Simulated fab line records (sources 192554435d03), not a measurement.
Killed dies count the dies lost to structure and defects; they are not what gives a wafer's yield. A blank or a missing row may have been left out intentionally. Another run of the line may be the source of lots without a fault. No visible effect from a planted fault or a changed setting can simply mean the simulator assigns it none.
Split-lot experiment + flow n5_finfet + route with 1938 steps; 7 lots, 21 wafers read

ABOUT THE SPLIT
At N5_BEOL_M0_SAQP_EXPOSE_11 (exposes mask M0 CORE, target cd 42 nm), the setting dose_mj was moved away from the recipe's 55 on 5 of the 21 wafers read, by +3.9% to +7.0%. For the rest of the wafers, this setting stayed at what the recipe calls for.

FROM THE SPLIT TO THE READING: what the file shows between them, 2 steps
- N5_BEOL_M0_SAQP_PEB_12: peb time 60 s
- N5_BEOL_M0_SAQP_DEVELOP_13: develop time 30 s

THE READING
cd_nm, in nm, at N5_BEOL_M0_SAQP_CD_MEAS_14 (target cd 42.5 nm). A value of 42.4 nm with a standard deviation of 0.39 nm is what fault-free wafers of this fab line usually give.

| wafer  | tool, chamber at the split | dose_mj as run | against the recipe | cd_nm, nm | against lot-mates on the recipe |
|--------|----------------------------|----------------|--------------------|-----------|---------------------------------|
| L076.1 | arfi_scanner-01, 0         | 55             | recipe             | 42.7      | -                               |
| L076.4 | arfi_scanner-01, 0         | 55             | recipe             | 42.6      | -                               |
| L076.6 | arfi_scanner-01, 0         | 55             | recipe             | 42.7      | -                               |
| L081.1 | arfi_scanner-01, 0         | 57.12          | +3.9%              | 41.1      | -0.8                            |
| L081.2 | arfi_scanner-01, 0         | 55             | recipe             | 41.9      | -                               |
| L081.3 | arfi_scanner-01, 0         | 57.12          | +3.9%              | 41.4      | -0.5                            |
| L083.1 | arfi_scanner-03, 0         | 55             | recipe             | 42.5      | -                               |
| L083.4 | arfi_scanner-03, 0         | 55             | recipe             | 42.4      | -                               |
| L083.5 | arfi_scanner-03, 0         | 55             | recipe             | 41.9      | -                               |
| L088.1 | arfi_scanner-03, 0         | 55             | recipe             | 42.6      | -                               |
| L088.2 | arfi_scanner-03, 0         | 58.14          | +5.7%              | 40.5      | -2.0                            |
| L088.3 | arfi_scanner-03, 0         | 55             | recipe             | 42.3      | -                               |
| L089.3 | arfi_scanner-03, 0         | 55             | recipe             | 42.7      | -                               |
| L089.4 | arfi_scanner-03, 0         | 55             | recipe             | 42.7      | -                               |
| L089.6 | arfi_scanner-03, 0         | 55             | recipe             | 42.6      | -                               |
| L096.1 | arfi_scanner-02, 0         | 55             | recipe             | 41.8      | -                               |
| L096.4 | arfi_scanner-02, 0         | 55             | recipe             | 42.4      | -                               |
| L096.6 | arfi_scanner-02, 0         | 55             | recipe             | 42.2      | -                               |
| L097.3 | arfi_scanner-02, 0         | 58.86          | +7.0%              | 40.3      | -2.3                            |
| L097.4 | arfi_scanner-02, 0         | 55             | recipe             | 42.6      | -                               |
| L097.6 | arfi_scanner-02, 0         | 58.86          | +7.0%              | 40.1      | -2.5                            |

THE FIT
A straight line over all 21 wafers: cd_nm changes by -0.317 nm for each +1% of dose_mj; r = -0.94; the points scatter about the line by 0.28 nm.
The same after taking each lot's own level away (the mean of its wafers on the recipe; 21 wafers): -0.315 nm for each +1%; r = -0.95; scatter 0.25 nm.
The reading moves by 2.2 nm for the largest change in dose_mj, on that fit.
The lots' own levels span 41.90 to 42.67 nm, that is 2.0 times the standard deviation above.
The two slopes agree, so the slope changes little with the lot-to-lot level.
Check: with one of the wafers moved furthest among these (+7.0%) left out of the fit, the line predicts -2.13 nm for it against its lot-mates. Against them it came out at -2.3 nm.

OTHER SPLITS APPLIED TO THESE WAFERS
These wafers also went through other splits before the reading. Each is held against what the fit with the lots' levels taken away leaves over:
| other split on the same wafers       | wafers away from the commonest value | r with cd_nm (lot level and that fit taken away) |
|--------------------------------------|--------------------------------------|--------------------------------------------------|
| N5_MOL_CONTACT_COAG_COAT_64 spin_rpm | 8                                    | -0.24                                            |
| N5_BEOL_M0_SAQP_PECVD_03 time_s      | 5                                    | -0.08                                            |

THE FILE'S OWN FIT
cd_nm changes by -0.314 nm for each +1% of dose_mj, r = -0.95.
